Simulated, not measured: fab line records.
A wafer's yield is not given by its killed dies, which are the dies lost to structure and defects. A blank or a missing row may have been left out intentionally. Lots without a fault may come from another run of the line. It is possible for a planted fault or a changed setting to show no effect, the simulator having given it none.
Comparing a struck lot with a sound one :: flow nandHarc :: 18 steps out of a route of 1302
Sound: wafers L550.2, L550.4, L550.6. Struck: wafers L540.1, L540.3 (left out: L540.5, a lot-mate that was not struck); the cause follows at the end.
Each step with rows lists, per side, the tool, then ch with its chambers, then its first start. Under that, the readings that differ: sound wafers :: struck wafers :: difference of the means :: sigmas: that difference in standard deviations of wafers without a fault.
alike: readings with means less than 2 such deviations apart, plus words and numbers identical on both sides. not compared: withheld readings, readings lacking a value on some wafer, bounds such as >300 that could conceal the same value, and numbers that have no deviation in the record and whose values overlap.
A row with sigmas, a row that says differs or no value, or rows on one side alone: a step with any of these is where the two part. Numbers that have no deviation but don't overlap get no sigmas and don't part them. Lack of a reading on every wafer of one side parts them only where that side has two or more wafers.

NHARC_A_CONTACT_ETCH_76: etches the open film in N2/H2, target depth 260 nm, time 475.3 s.
  sound: rieDiel-06 ch 1,2,3; struck: rieDiel-06 ch 1,2
  alike: drypumpMotorCurrentA, oesProductAu, rfVppV, showerheadPlenumPTorr, throttleValvePct
  not compared: rfHoursCounterH
NHARC_A_CONTACT_ETCH_77: etches the open film in CF4/CHF3, target depth 108.9 nm, time 54.5 s.
  sound: rieDiel-06 ch 0,1,2; struck: rieDiel-06 ch 0,2
reading: oesProductAu (a.u.)
sound: 0.980 0.986 0.959
struck: 0.924 0.920
difference: -0.053
sigmas: -2
  alike: drypumpMotorCurrentA, rfVppV, showerheadPlenumPTorr, throttleValvePct
  not compared: rfHoursCounterH
then, 3 steps without rows for these wafers: NHARC_A_CONTACT_ETCH_78 (etches the open film in O2/COS, target depth 5300 nm, time 1378 s); NHARC_A_CONTACT_ETCH_124 (etches the open film in C4F8/O2/Ar, time 140 s, target depth 700 nm); NHARC_A_CONTACT_ETCH_125 (etches the open film in C4F8/O2/Ar, time 197 s, target depth 1918 nm).
NHARC_A_CONTACT_ETCH_126: etches the open film in C4F8/O2/Ar, time 197 s, target depth 1918 nm.
  sound on harCapEtch-01 ch 0,1, day 29 03:31; struck on harCapEtch-01 ch 0, day 24 19:07
  not compared: rfHoursCounterH
then, 2 steps without rows for these wafers: NHARC_A_CONTACT_ETCH_127 (etches the open film in C4F8/O2/Ar, time 197 s, target depth 1918 nm); NHARC_A_CONTACT_ETCH_128 (etches the open film in C4F8/O2/Ar, time 197 s, target depth 1918 nm).
NHARC_A_CONTACT_ETCH_129: etches the open film in C4F8/O2/Ar, time 197 s, target depth 1918 nm.
  sound on harCapEtch-01 ch 0,1, day 29 04:03; struck on harCapEtch-01 ch 0, day 24 19:39
  not compared: rfHoursCounterH
then, 3 steps without rows for these wafers: NHARC_A_CONTACT_ETCH_130 (etches the open film in C4F8/O2/Ar, time 197 s, target depth 1918 nm); NHARC_A_CONTACT_ETCH_131 (etches the open film in C4F8/O2/Ar, time 197 s, target depth 1918 nm); NHARC_A_CONTACT_ETCH_132 (etches the open film in C4F8/O2/Ar, time 197 s, target depth 1924 nm).
NHARC_A_CONTACT_ETCH_133: etches the open film in C4F8/O2/Ar, time 374 s, target depth 1610 nm.
  sound on harCapEtch-01 ch 0,1, day 29 04:46; struck on harCapEtch-01 ch 0, day 24 20:24
  not compared: rfHoursCounterH
then, 1 step without rows for these wafers: NHARC_A_CONTACT_ETCH_91 (etches the open film in CH3F/O2, target depth 40 nm, time 85.7 s).
NHARC_A_CONTACT_ETCH_97: etches the open film in C4F6/O2, target depth 20 nm, time 10 s.
  sound on rieDiel-01 ch 0,2,3, day 29 05:43; struck on rieDiel-06 ch 2,3
reading: oesProductAu (a.u.)
sound: 1.021 1.026 0.984
struck: 0.955 0.950
difference: -0.058
sigmas: -2
  alike: drypumpMotorCurrentA, rfVppV, showerheadPlenumPTorr, throttleValvePct
  not compared: rfHoursCounterH
NHARC_A_CONTACT_CD_MEAS_80:
  struck on cdSem-02, day 24 21:20; sound on cdSem-03, day 29 05:49
reading: cdNm (nm)
sound: 288.5 288.7 288.8
struck: 286.5 285.6
difference: -2.6
sigmas: -2
then, 2 steps without rows for these wafers: NHARC_A_CONTACT_STRIP_103 (strips in N2/H2); NHARC_END_SORT_01.

== WHERE THEY PART ==
At NHARC_A_CONTACT_ETCH_77 first; at NHARC_A_CONTACT_CD_MEAS_80 last (within this record only).

WHY: what the simulator had put in
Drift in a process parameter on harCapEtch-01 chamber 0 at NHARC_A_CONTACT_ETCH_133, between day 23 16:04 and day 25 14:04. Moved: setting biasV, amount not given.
